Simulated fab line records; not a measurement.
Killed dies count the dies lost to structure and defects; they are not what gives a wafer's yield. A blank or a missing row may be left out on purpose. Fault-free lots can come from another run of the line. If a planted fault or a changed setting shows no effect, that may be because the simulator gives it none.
fab line records ; flow n5-finfet
record lots=10; wafers=27; last-day=17
route steps=1938 shown BEOL_M13@1692 PASSIVATION@1936
lots that met no fault: from a run of the same line without faults
start-h: start of the lot's first displayed wafer, in hours after the record's first day ; wait-h: how many hours have passed since the lot's step before this one ; " unchanged from the row above ; L1.1+2: one row covering several wafers at once ; - value missing, or start not given ; * or withheld: withheld ; < > ~ a bound
route shown NAME@n: a module of which the file shows steps, and the number in the route of the first ; usual: the fault-free wafers' mean and standard deviation ; same: alike in all rows ; chamber/n: place in a boat ; sites: the reading at each site ; _std_site: standard deviation across them ; _edge_site: the outer-site mean with the inner-site mean subtracted ; radius-mm: how far each site lies from the wafer's centre ; mask NAME#n: copy n ; behind: tool/chamber where the wafer was last shaped ; hold: why the lot went on hold/how many hours it stayed there/how the hold came to an end ; device: whichever transistor did not switch (one of n, p or np) ; end of line: the tests these same wafers got at the end of their route ; a step without rows: its recipe alone ; killed: dies lost to structure and defects at the first sort, not the wafer's yield ; map: the dies of a wafer, with x for killed, . for not killed, _ for no die there
set.NAME: the setting as run; set.NAME@STEP: as run at that earlier step ; model.NAME: the simulator's own value behind a step, which no gauge read
steps of the route over a sample of lots; a table a step, a row a wafer
services: the hour from which a tool's chamber was out of use, counted from the record's first day as start-h (under 0 if before that day), plus the number of hours and why
## steps
# step N5_BEOL_M13_DESCUM_33
# recipe chemistry=O2; time-s=7.9; source-power-w=50; bias-power-w=20; pressure-mtorr=20; rf-frequency-hz=2.712e+07; temp-c=40; o2-flow-sccm=225
# usual drypump-motor-current-A=5.8/0.51; oes-product-au=0.78/0.069; rf-vpp-V=242.9/1.1; showerhead-plenum-p-Torr=2.08/0.047; throttle-valve-pct=20.42/0.26
lot.wafer;tool;chamber;start-h;wait-h;drypump-motor-current-A;oes-product-au;rf-hours-counter-h;rf-vpp-V;showerhead-plenum-p-Torr;throttle-valve-pct
L985.3;rie-diel-02;3;238.26;0.0;5.4;0.73;180;243.5;2.08;20.67
L985.4;rie-diel-02;2;238.26;0.0;6.4;0.70;180;244.7;2.11;20.78
L985.6;rie-diel-02;3;238.26;0.0;5.4;0.74;-;242.8;2.08;20.67
L984.1;rie-diel-05;1;246.13;0.4;5.7;0.72;183;246.9;2.16;20.25
L984.5;rie-diel-05;0;246.13;0.4;5.9;0.71;-;243.1;2.04;20.30
L987.1;rie-diel-02;1;261.53;0.3;5.7;0.78;114;242.7;2.01;20.32
L987.5;rie-diel-02;3;261.53;0.3;5.4;0.74;-;241.6;2.08;20.69
L987.6;rie-diel-02;0;261.53;0.3;5.4;0.84;-;242.1;2.06;20.13
L988.2;rie-diel-05;3;273.44;0.0;6.4;0.80;112;242.8;2.04;20.78
L988.4;rie-diel-05;2;273.44;0.0;5.9;0.78;-;243.1;2.11;20.30
L988.6;rie-diel-05;3;273.44;0.0;6.4;0.80;-;243.3;2.04;20.78
L992.1;rie-diel-03;1;291.80;0.0;4.8;0.85;51;243.2;2.13;20.25
L992.5;rie-diel-03;1;291.80;0.0;4.8;0.85;-;243.7;2.13;20.24
L991.1;rie-diel-03;1;292.64;0.6;4.8;0.85;52;243.8;2.13;20.25
L991.3;rie-diel-03;3;292.64;0.6;6.7;0.78;123;242.7;2.11;20.32
L991.5;rie-diel-03;0;292.64;0.6;5.3;0.79;-;241.8;2.03;20.52
L997.2;rie-diel-03;0;324.29;0.1;5.3;0.79;125;242.2;2.03;20.55
L997.4;rie-diel-03;0;324.29;0.1;5.3;0.78;-;242.0;2.03;20.56
L997.6;rie-diel-03;1;324.29;0.1;4.8;0.84;-;242.4;2.13;20.24
L996.1;rie-diel-05;2;329.32;0.0;5.9;0.76;149;244.1;2.11;20.33
L996.4;rie-diel-05;0;329.32;0.0;5.8;0.94;10;242.9;2.03;19.92
L100.1;rie-diel-02;0;338.28;0.0;5.4;0.81;94;241.9;2.06;20.15
L100.2;rie-diel-02;3;338.28;0.0;5.4;0.71;209;242.7;2.07;20.71
L100.6;rie-diel-02;0;338.28;0.0;5.4;0.81;-;241.9;2.06;20.16
L105.1;rie-diel-03;1;374.63;0.0;4.8;0.82;77;243.4;2.12;20.29
L105.2;rie-diel-03;0;374.63;0.0;5.3;0.77;142;243.1;2.02;20.59
L105.3;rie-diel-03;2;374.63;0.0;5.7;0.88;30;243.9;2.15;20.23
# step N5_BEOL_M13_ETCH_67
# recipe chemistry=CF4; target=SiARC; target-depth-a=1430; time-s=238.3; ion-energy-ev=80; pressure-mtorr=40; source-w=545; bias-w=36; Ar_flow_sccm=100; cf4-flow-sccm=100; ends=cleared
# usual drypump-motor-current-A=5.8/0.51; etch-rf-on-time-s=236/5.5; oes-product-au=0.67/0.06; rf-vpp-V=183.9/0.96; showerhead-plenum-p-Torr=2.12/0.046; throttle-valve-pct=15.56/0.22
lot.wafer;tool;chamber;start-h;wait-h;drypump-motor-current-A;etch-rf-on-time-s;oes-product-au;rf-hours-counter-h;rf-vpp-V;showerhead-plenum-p-Torr;throttle-valve-pct
L985.3;rie-diel-02;3;238.30;0.0;5.4;242;0.62;180;183.7;2.10;15.70
L985.4;rie-diel-02;2;238.30;0.0;6.4;243;0.60;180;184.0;2.13;15.81
L985.6;rie-diel-02;3;238.30;0.0;5.4;244;0.62;-;183.5;2.10;15.73
L984.1;rie-diel-05;1;246.16;0.0;5.6;236;0.62;183;184.6;2.20;15.46
L984.5;rie-diel-05;0;246.16;0.0;5.8;243;0.59;-;184.9;2.11;15.74
L987.1;rie-diel-02;1;261.57;0.0;5.7;236;0.67;114;182.6;2.06;15.47
L987.5;rie-diel-02;3;261.57;0.0;5.4;244;0.62;-;183.0;2.10;15.72
L987.6;rie-diel-02;0;261.57;0.0;5.4;228;0.74;-;183.3;2.08;15.06
L988.2;rie-diel-05;3;273.48;0.0;6.4;236;0.67;112;183.3;2.09;15.86
L988.4;rie-diel-05;2;273.48;0.0;5.9;235;0.67;-;185.2;2.15;15.48
L988.6;rie-diel-05;3;273.48;0.0;6.4;237;0.67;-;183.2;2.09;15.84
L992.1;rie-diel-03;1;291.84;0.0;4.8;229;0.73;51;183.8;2.18;15.47
L992.5;rie-diel-03;1;291.84;0.0;4.7;227;0.74;-;183.9;2.18;15.46
L991.1;rie-diel-03;1;292.67;0.0;4.8;231;0.73;52;184.8;2.18;15.46
L991.3;rie-diel-03;3;292.67;0.0;6.6;232;0.67;123;183.4;2.15;15.48
L991.5;rie-diel-03;0;292.67;0.0;5.3;235;0.69;-;182.3;2.07;15.54
L997.2;rie-diel-03;0;324.33;0.0;5.3;233;0.68;125;182.9;2.07;15.56
L997.4;rie-diel-03;0;324.33;0.0;5.3;233;0.69;-;185.1;2.07;15.57
L997.6;rie-diel-03;1;324.33;0.0;4.8;229;0.73;-;185.3;2.17;15.48
L996.1;rie-diel-05;2;329.36;0.0;5.9;230;0.67;149;182.4;2.15;15.52
L996.4;rie-diel-05;0;329.36;0.0;5.8;236;0.78;10;183.5;2.11;15.28
L100.1;rie-diel-02;0;338.31;0.0;5.4;227;0.72;94;182.2;2.07;15.12
L100.2;rie-diel-02;3;338.31;0.0;5.4;243;0.60;209;183.9;2.09;15.79
L100.6;rie-diel-02;0;338.31;0.0;5.4;229;0.71;-;182.6;2.07;15.12
L105.1;rie-diel-03;1;374.66;0.0;4.8;232;0.70;77;184.2;2.17;15.52
L105.2;rie-diel-03;0;374.66;0.0;5.3;235;0.67;142;182.5;2.06;15.57
L105.3;rie-diel-03;2;374.66;0.0;5.7;243;0.74;30;185.6;2.19;15.34
# step N5_BEOL_M13_SPUTTER_43
# recipe material=TaN; target-thk-a=150; temp-c=50; bias-v=168.6; power-w=15000; chamber-pressure-pa=0.12; time-s=24.19
# usual throttle-valve-pct=29.8/1.2
lot.wafer;tool;chamber;start-h;wait-h;throttle-valve-pct
L985.3;pvd-sputter-01;-;245.36;0.0;30.9
L985.4;pvd-sputter-01;-;245.36;0.0;29.0
L985.6;pvd-sputter-01;-;245.36;0.0;29.0
L984.1;pvd-sputter-03;-;248.86;0.0;30.1
L984.5;pvd-sputter-03;-;248.86;0.0;28.3
L987.1;pvd-sputter-03;-;263.42;0.0;28.3
L987.5;pvd-sputter-03;-;263.42;0.0;30.1
L987.6;pvd-sputter-03;-;263.42;0.0;29.6
L988.2;pvd-sputter-03;-;275.73;0.0;28.4
L988.4;pvd-sputter-03;-;275.73;0.0;30.1
L988.6;pvd-sputter-03;-;275.73;0.0;28.6
L992.1;pvd-sputter-01;-;293.53;0.0;29.0
L992.5;pvd-sputter-01;-;293.53;0.0;30.9
L991.1;pvd-sputter-01;-;294.09;0.0;28.9
L991.3;pvd-sputter-01;-;294.09;0.0;29.3
L991.5;pvd-sputter-01;-;294.09;0.0;30.7
L997.2;pvd-sputter-02;-;325.99;0.0;27.9
L997.4;pvd-sputter-02;-;325.99;0.0;32.4
L997.6;pvd-sputter-02;-;325.99;0.0;27.9
L996.1;pvd-sputter-01;-;332.18;0.0;29.1
L996.4;pvd-sputter-01;-;332.18;0.0;30.5
L100.1;pvd-sputter-02;-;341.20;0.0;30.6
L100.2;pvd-sputter-02;-;341.20;0.0;29.2
L100.6;pvd-sputter-02;-;341.20;0.0;29.2
L105.1;pvd-sputter-02;-;379.47;0.0;32.3
L105.2;pvd-sputter-02;-;379.47;0.0;27.7
L105.3;pvd-sputter-02;-;379.47;0.0;30.6
# step N5_BEOL_M13_CMP_49
# recipe stop-on=SiOC; t-overpolish-s=17.1; down-force-psi=1; platen-rpm=50; clearing-platen-down-force-psi=1.5; clearing-platen-rpm=50; post-cmp-clean=cu-alkaline; target-thk-nm=420; clearing-platen-pad-velocity-m-s=0.99484; pad-velocity-m-s=0.99484
# usual barrier-field-endpoint-s=30.6/1; motor-current-A=6.4/0.55
lot.wafer;tool;chamber;start-h;wait-h;barrier-field-endpoint-s;motor-current-A
L985.3;cmp-02;2;246.17;0.2;32.3;6.8
L985.4;cmp-02;3;246.17;0.2;30.5;6.1
L985.6;cmp-02;1;246.17;0.2;31.6;5.7
L984.1;cmp-02;1;249.60;0.3;33.0;6.1
L984.5;cmp-02;2;249.60;0.3;32.5;6.6
L987.1;cmp-04;3;264.54;0.3;29.4;6.6
L987.5;cmp-04;3;264.54;0.3;30.3;6.8
L987.6;cmp-04;0;264.54;0.3;29.9;5.5
L988.2;cmp-02;0;276.65;0.2;29.0;7.1
L988.4;cmp-02;2;276.65;0.2;32.2;6.7
L988.6;cmp-02;0;276.65;0.2;29.6;7.1
L992.1;cmp-02;2;294.34;0.3;27.1;6.6
L992.5;cmp-02;0;294.34;0.3;30.7;6.7
L991.1;cmp-03;1;295.09;0.3;25.1;5.6
L991.3;cmp-03;0;295.09;0.3;30.5;6.1
L991.5;cmp-03;1;295.09;0.3;30.6;5.9
L997.4;cmp-04;2;327.00;0.2;29.9;7.4
L997.2;cmp-04;3;327.00;0.2;29.6;7.0
L997.6;cmp-04;2;327.00;0.2;29.2;7.4
L996.1;cmp-03;3;333.32;0.3;26.3;6.6
L996.4;cmp-03;2;333.32;0.3;25.4;5.7
L100.2;cmp-04;2;342.42;0.2;28.8;7.4
L100.1;cmp-04;0;342.42;0.2;29.3;5.7
L100.6;cmp-04;1;342.42;0.2;28.7;6.1
L105.3;cmp-02;1;380.21;0.2;31.9;5.7
L105.1;cmp-02;3;380.21;0.2;30.4;6.0
L105.2;cmp-02;0;380.21;0.2;29.8;7.0
# step N5_BEOL_M13_RS_MEAS_54
# recipe thk-meas-gauge=four-point-probe; reads=Cu_of_BEOL_M13_ECD_47+Ta_of_BEOL_M13_SPUTTER_44+TaN_of_BEOL_M13_SPUTTER_43
# usual M13_RS=0.0450/0.00083
lot.wafer;tool;chamber;start-h;wait-h;M13_RS[ohm/sq]
L985.3;film-metro-01;-;246.52;0.1;0.0443
L985.4;film-metro-01;-;246.52;0.1;0.0461
L985.6;film-metro-01;-;246.52;0.1;0.0442
L984.1;film-metro-02;-;250.02;0.0;0.0449
L984.5;film-metro-02;-;250.02;0.0;0.0451
L987.1;film-metro-01;-;264.97;0.0;0.0467
L987.5;film-metro-01;-;264.97;0.0;0.0448
L987.6;film-metro-01;-;264.97;0.0;0.0459
L988.2;film-metro-01;-;277.08;0.1;0.0449
L988.4;film-metro-01;-;277.08;0.1;0.0448
L988.6;film-metro-01;-;277.08;0.1;0.0445
L992.1;film-metro-02;-;294.69;0.0;0.0428
L992.5;film-metro-02;-;294.69;0.0;0.0435
L991.1;film-metro-01;-;295.51;0.0;0.0432
L991.3;film-metro-01;-;295.51;0.0;0.0453
L991.5;film-metro-01;-;295.51;0.0;0.0456
L997.2;film-metro-02;-;327.42;0.1;0.0456
L997.4;film-metro-02;-;327.42;0.1;0.0461
L997.6;film-metro-02;-;327.42;0.1;0.0434
L996.1;film-metro-01;-;333.74;0.0;0.0447
L996.4;film-metro-01;-;333.74;0.0;0.0435
L100.1;film-metro-01;-;342.80;0.0;0.0449
L100.2;film-metro-01;-;342.80;0.0;0.0448
L100.6;film-metro-01;-;342.80;0.0;0.0450
L105.1;film-metro-02;-;380.63;0.0;0.0433
L105.2;film-metro-02;-;380.63;0.0;0.0453
L105.3;film-metro-02;-;380.63;0.0;0.0450
# step N5_PASSIVATION_PROBE_49
# usual defect-limited-yield=91.4/1.6; killed_at_M0_to_M3=35/10; killed_at_M4_up=12/4.7; killed-at-contacts=12/5.8; killed-at-front-end=38/12; killed-at-other=4/3.2; killed-dies=102/18; killed-open=68/14; killed-short=32/8; sort_bin_5_function=5.1/0.96; sort_bin_6_memory=3.2/0.77; sort-n-pass=1078/20; sort-yield-pct=91.3/1.7
# same gross-dies=1180; killed-at-back-side=0; sort_bin_4_leakage[%]=0; sort_bin_8_speed[%]=0
lot.wafer;tool;chamber;start-h;wait-h;defect-limited-yield[%];killed_at_M0_to_M3;killed_at_M4_up;killed-at-contacts;killed-at-front-end;killed-at-other;killed-dies;killed-open;killed-short;sort_bin_5_function[%];sort_bin_6_memory[%];sort-n-pass;sort-yield-pct[%]
L984.1;prober-02;-;275.55;0.0;93.6;31;10;7;24;4;76;45;30;3.8;2.4;1104;93.6
L984.5;prober-02;-;275.75;0.2;90.9;31;23;10;36;7;107;78;21;4.5;3.7;1073;90.9
L985.3;prober-02;-;276.29;0.1;93.9;18;9;8;31;6;72;51;21;3.6;2.2;1108;93.9
L985.4;prober-02;-;276.34;0.2;93.7;26;9;6;32;1;74;54;20;3.6;2.5;1106;93.7
L985.6;prober-02;-;276.44;0.3;94.5;27;13;5;20;0;65;43;21;3.4;2.0;1115;94.5
L987.1;prober-01;-;291.88;0.0;88.8;38;20;9;64;1;132;86;46;5.8;5.0;1048;88.8
L987.5;prober-01;-;292.08;0.2;88.6;38;18;17;60;1;134;96;38;6.6;4.2;1046;88.6
L987.6;prober-01;-;292.13;0.3;89.0;41;18;16;50;5;130;75;55;5.8;4.4;1050;89.0
L988.2;prober-01;-;309.28;0.6;92.8;30;9;12;28;6;85;55;29;3.6;3.1;1095;92.8
L988.4;prober-01;-;309.38;0.7;91.8;32;7;10;42;6;97;66;29;5.2;2.5;1083;91.8
L988.6;prober-01;-;309.48;0.8;90.5;47;11;10;39;5;112;83;28;5.5;3.6;1068;90.5
L991.1;prober-02;-;325.59;0.0;92.1;39;19;9;20;6;93;65;28;4.7;2.9;1087;92.1
L991.5;prober-02;-;325.79;0.2;93.6;25;8;4;35;3;75;47;28;3.5;2.8;1105;93.6
L992.1;prober-01;-;325.63;0.0;91.8;33;10;13;39;2;97;75;22;4.8;3.3;1083;91.8
L992.5;prober-01;-;325.83;0.2;93.1;29;7;6;35;4;81;49;32;4.6;2.0;1099;93.1
L997.2;prober-02;-;359.63;1.0;92.9;26;10;10;38;0;84;56;28;4.9;1.9;1096;92.9
L997.6;prober-02;-;359.83;1.2;89.7;44;12;13;52;1;122;78;44;5.5;4.4;1058;89.7
L996.1;prober-01;-;359.75;0.5;92.1;29;14;12;36;2;93;69;24;4.9;2.4;1087;92.1
L996.4;prober-01;-;359.90;0.6;92.7;27;9;15;30;5;86;53;32;5.3;1.9;1094;92.7
L100.1;prober-01;-;373.94;0.0;89.0;53;1;4;69;3;130;89;41;5.8;4.9;1050;89.0
L100.2;prober-01;-;373.99;0.1;91.2;33;7;12;47;5;104;81;23;5.1;3.5;1076;91.2
L100.6;prober-01;-;374.19;0.3;89.9;40;14;12;51;2;119;84;35;5.7;4.2;1061;89.9
L105.1;prober-01;-;408.40;0.0;93.4;20;10;13;29;6;78;44;30;4.1;2.1;1102;93.4
L105.2;prober-01;-;408.45;0.1;94.0;16;11;15;23;6;71;42;29;3.4;2.1;1109;94.0
L105.3;prober-01;-;408.50;0.1;93.9;18;11;5;38;0;72;50;22;3.1;2.9;1108;93.9
# killed by level:class
L984.1 BEOL_M2:geometric-particle:open=8 BEOL_M0_SAQP:geometric-particle:short=7 BEOL_M3:geometric-particle:open=5 MOL_CONTACT_COAG:geometric-particle:open=4 GATE_CUT:geometric-particle:short=4 STI_FIN_REVEAL:geometric-particle:open=3 BEOL_M0_SAQP:geometric-particle:open=3 MOL_CONTACT_COAG:geometric-particle:short=3
L984.5 MOL_CONTACT_COAG:geometric-particle:open=10 BEOL_M1:geometric-particle:open=10 BEOL_M4:geometric-particle:open=9 GATE_CUT:geometric-particle:open=7 BEOL_M2:geometric-particle:open=7 HKMG_FIN:area-etch=7 FIN_SAQP:geometric-particle:open=6 FIN_SAQP:geometric-particle:short=5
L985.3 STI_FIN_REVEAL:geometric-particle:open=10 MOL_CONTACT_COAG:geometric-particle:open=8 BEOL_M2:geometric-particle:open=5 FIN_SAQP:geometric-particle:short=4 DUMMY_GATE:geometric-particle:open=4 BEOL_M3:geometric-particle:open=4 FIN_SAQP:geometric-particle:open=3 GATE_CUT:geometric-particle:short=3
L985.4 FIN_SAQP:geometric-particle:open=9 BEOL_M2:geometric-particle:open=8 BEOL_M3:geometric-particle:open=8 DUMMY_GATE:geometric-particle:open=5 MOL_CONTACT_COAG:geometric-particle:open=5 FIN_SAQP:geometric-particle:short=4 GATE_CUT:geometric-particle:open=4 STARTING-WAFER:geometric-particle:short=4
L985.6 BEOL_M3:geometric-particle:open=9 BEOL_M2:geometric-particle:open=7 FIN_SAQP:geometric-particle:short=6 STI_FIN_REVEAL:geometric-particle:open=4 BEOL_M0_SAQP:geometric-particle:open=4 MOL_CONTACT_COAG:geometric-particle:short=3 BEOL_M0:geometric-particle:open=3 BEOL_M4:geometric-particle:open=3
L987.1 FIN_SAQP:geometric-particle:open=15 BEOL_M0_SAQP:geometric-particle:open=14 BEOL_M4:geometric-particle:open=14 STI_FIN_REVEAL:geometric-particle:open=13 FIN_SAQP:geometric-particle:short=10 BEOL_M0_SAQP:geometric-particle:short=9 GATE_CUT:geometric-particle:short=7 MOL_CONTACT_COAG:geometric-particle:open=7
L987.5 FIN_SAQP:geometric-particle:open=18 DUMMY_GATE:geometric-particle:open=12 MOL_CONTACT_COAG:geometric-particle:open=12 BEOL_M0_SAQP:geometric-particle:short=11 BEOL_M0_SAQP:geometric-particle:open=11 BEOL_M4:geometric-particle:open=10 FIN_SAQP:geometric-particle:short=9 STI_FIN_REVEAL:geometric-particle:open=9
L987.6 BEOL_M0_SAQP:geometric-particle:short=14 FIN_SAQP:geometric-particle:open=11 BEOL_M0_SAQP:geometric-particle:open=11 MOL_CONTACT_COAG:geometric-particle:open=9 FIN_SAQP:geometric-particle:short=8 MOL_CONTACT_COAG:geometric-particle:short=7 BEOL_M4:geometric-particle:open=7 BEOL_M1:geometric-particle:open=6
L988.2 BEOL_M1:geometric-particle:open=14 MOL_CONTACT_COAG:geometric-particle:open=10 FIN_SAQP:geometric-particle:short=7 GATE_CUT:geometric-particle:short=7 FIN_SAQP:geometric-particle:open=5 BEOL_M3:geometric-particle:open=5 BEOL_M0_SAQP:geometric-particle:short=4 STARTING-WAFER:geometric-particle:short=4
L988.4 FIN_SAQP:geometric-particle:open=19 BEOL_M1:geometric-particle:open=10 MOL_CONTACT_COAG:geometric-particle:open=9 FIN_SAQP:geometric-particle:short=8 BEOL_M0_SAQP:geometric-particle:open=7 BEOL_M0_SAQP:geometric-particle:short=7 STARTING-WAFER:geometric-particle:open=4 BEOL_M0:geometric-particle:open=3
L988.6 BEOL_M2:geometric-particle:open=17 FIN_SAQP:geometric-particle:open=11 FIN_SAQP:geometric-particle:short=11 STI_FIN_REVEAL:geometric-particle:open=9 MOL_CONTACT_COAG:geometric-particle:open=9 BEOL_M3:geometric-particle:open=8 BEOL_M0_SAQP:geometric-particle:open=7 BEOL_M1:geometric-particle:open=7
L991.1 BEOL_M3:geometric-particle:open=15 BEOL_M4:geometric-particle:open=14 MOL_CONTACT_COAG:geometric-particle:open=7 BEOL_M0_SAQP:geometric-particle:open=7 BEOL_M1:geometric-particle:short=5 STARTING-WAFER:geometric-particle:short=5 FIN_SAQP:geometric-particle:open=4 BEOL_M0_SAQP:geometric-particle:short=4
L992.1 FIN_SAQP:geometric-particle:open=15 MOL_CONTACT_COAG:geometric-particle:open=12 BEOL_M2:geometric-particle:open=11 STI_FIN_REVEAL:geometric-particle:open=8 BEOL_M0:geometric-particle:open=8 BEOL_M0_SAQP:geometric-particle:open=4 BEOL_M4:geometric-particle:open=4 FIN_SAQP:geometric-particle:short=3
L991.5 BEOL_M0_SAQP:geometric-particle:open=10 FIN_SAQP:geometric-particle:open=8 FIN_SAQP:geometric-particle:short=7 STI_FIN_REVEAL:geometric-particle:open=7 BEOL_M0_SAQP:geometric-particle:short=6 MOL_CONTACT_COAG:geometric-particle:open=4 BEOL_M3:geometric-particle:open=4 GATE_CUT:geometric-particle:short=3
L992.5 STI_FIN_REVEAL:geometric-particle:open=9 BEOL_M2:geometric-particle:open=6 FIN_SAQP:geometric-particle:short=4 STI_FIN_REVEAL:geometric-particle:short=4 MOL_CONTACT_COAG:geometric-particle:open=4 BEOL_M0_SAQP:geometric-particle:open=4 BEOL_M0:geometric-particle:open=4 FIN_SAQP:geometric-particle:open=3
L997.2 STI_FIN_REVEAL:geometric-particle:open=10 MOL_CONTACT_COAG:geometric-particle:open=9 BEOL_M0_SAQP:geometric-particle:short=9 FIN_SAQP:geometric-particle:open=8 GATE_CUT:geometric-particle:short=5 GATE_CUT:geometric-particle:open=5 BEOL_M0_SAQP:geometric-particle:open=5 BEOL_M4:geometric-particle:short=4
L996.1 BEOL_M0_SAQP:geometric-particle:open=10 GATE_CUT:geometric-particle:open=9 MOL_CONTACT_COAG:geometric-particle:open=9 FIN_SAQP:geometric-particle:open=7 BEOL_M0_SAQP:geometric-particle:short=6 BEOL_M2:geometric-particle:open=6 DUMMY_GATE:geometric-particle:open=5 BEOL_M4:geometric-particle:open=5
L997.6 FIN_SAQP:geometric-particle:open=16 BEOL_M0_SAQP:geometric-particle:short=16 MOL_CONTACT_COAG:geometric-particle:open=10 FIN_SAQP:geometric-particle:short=9 BEOL_M3:geometric-particle:open=9 BEOL_M1:geometric-particle:open=8 BEOL_M2:geometric-particle:open=7 DUMMY_GATE:geometric-particle:open=6
L996.4 STI_FIN_REVEAL:geometric-particle:open=12 BEOL_M0_SAQP:geometric-particle:short=12 MOL_CONTACT_COAG:geometric-particle:open=11 BEOL_M0_SAQP:geometric-particle:open=8 GATE_CUT:geometric-particle:short=4 MOL_CONTACT_COAG:geometric-particle:short=4 PASS1_CAP:geometric-particle:open=4 GATE_CUT:geometric-particle:open=3
L100.1 STI_FIN_REVEAL:geometric-particle:open=22 FIN_SAQP:geometric-particle:open=21 BEOL_M0_SAQP:geometric-particle:short=10 BEOL_M3:geometric-particle:open=10 BEOL_M1:geometric-particle:open=9 BEOL_M0_SAQP:geometric-particle:open=8 FIN_SAQP:geometric-particle:short=7 STARTING-WAFER:geometric-particle:open=7
L100.2 FIN_SAQP:geometric-particle:open=22 BEOL_M0_SAQP:geometric-particle:open=11 MOL_CONTACT_COAG:geometric-particle:open=9 FIN_SAQP:geometric-particle:short=9 BEOL_M2:geometric-particle:open=6 BEOL_M0_SAQP:geometric-particle:short=5 BEOL_M1:geometric-particle:open=5 BEOL_M3:geometric-particle:open=5
L100.6 FIN_SAQP:geometric-particle:open=16 STI_FIN_REVEAL:geometric-particle:open=11 MOL_CONTACT_COAG:geometric-particle:open=11 BEOL_M3:geometric-particle:open=6 BEOL_M1:geometric-particle:open=6 BEOL_M0:geometric-particle:open=5 BEOL_M2:geometric-particle:open=5 BEOL_M4:geometric-particle:open=4
L105.1 MOL_CONTACT_COAG:geometric-particle:open=10 BEOL_M3:geometric-particle:open=8 FIN_SAQP:geometric-particle:short=7 STI_FIN_REVEAL:geometric-particle:open=7 BEOL_M0_SAQP:geometric-particle:short=6 HKMG_FIN:area-etch=4 MOL_CONTACT_COAG:geometric-particle:short=3 BEOL_M4:geometric-particle:open=3
L105.2 MOL_CONTACT_COAG:geometric-particle:open=11 FIN_SAQP:geometric-particle:short=8 BEOL_M4:geometric-particle:open=7 BEOL_M2:geometric-particle:short=5 MOL_CONTACT_COAG:geometric-particle:short=4 FIN_SAQP:geometric-particle:open=3 STI_FIN_REVEAL:geometric-particle:open=3 BEOL_M3:geometric-particle:open=3
L105.3 FIN_SAQP:geometric-particle:open=10 STI_FIN_REVEAL:geometric-particle:open=7 FIN_SAQP:geometric-particle:short=6 BEOL_M2:geometric-particle:open=6 MOL_CONTACT_COAG:geometric-particle:open=5 STARTING-WAFER:geometric-particle:short=4 BEOL_M3:geometric-particle:open=4 STARTING-WAFER:geometric-particle:open=4
## services
tool;chamber;start-h;hours;kind
cmp-03;-;238.49;1.3;repair
cmp-02;-;239.66;0.5;repair
cmp-03;-;245.04;4.0;pm
cmp-03;-;249.04;-;consumable-replace:conditioner
cmp-03;-;249.04;-;consumable-replace:pad
rie-diel-02;-;249.58;2.8;pm
cmp-04;-;253.65;0.9;repair
rie-diel-03;2;261.75;-;clean
rie-diel-03;2;261.75;-;consumable-replace:focus-ring
rie-diel-03;2;261.75;24.2;scheduled-down
rie-diel-03;2;261.75;24.2;vent-cycle
cmp-02;-;267.38;1.9;repair
rie-diel-05;0;269.66;-;clean
rie-diel-05;0;269.66;-;consumable-replace:focus-ring
rie-diel-05;0;269.66;24.8;scheduled-down
rie-diel-05;0;269.66;24.8;vent-cycle
cmp-02;-;287.51;1.1;repair
cmp-02;-;289.55;2.3;repair
cmp-04;-;310.99;4.0;pm
cmp-04;-;314.99;-;consumable-replace:conditioner
cmp-04;-;314.99;-;consumable-replace:pad
pvd-sputter-01;-;346.24;2.4;repair
rie-diel-05;2;348.81;20.3;repair
cmp-03;-;378.78;0.8;repair
## key
first-sign step=N5_BEOL_M13_CMP_49; reading=barrier-field-endpoint-s; direction=down; sigmas=4.5; usual=30.6; struck=26.0
effect none on later readings
met-at N5_BEOL_M13_SPUTTER_43
struck-lots L991,L992,L996
struck-wafers L991.1,L992.1,L996.1,L996.4
not-acting-at N5_BEOL_M13_DESCUM_33,N5_BEOL_M13_ETCH_67,N5_BEOL_M13_RS_MEAS_54
onset-between 245.36 293.53
fault kind=process-parameter-drift; tool=pvd-sputter-01; chamber=-; onset-h=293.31; steps=N5_BEOL_M13_SPUTTER_43; channel=time-s; offset=*; shape=step; end-h=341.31; scope=struck-wafers-only; acts-in=*; stated=*
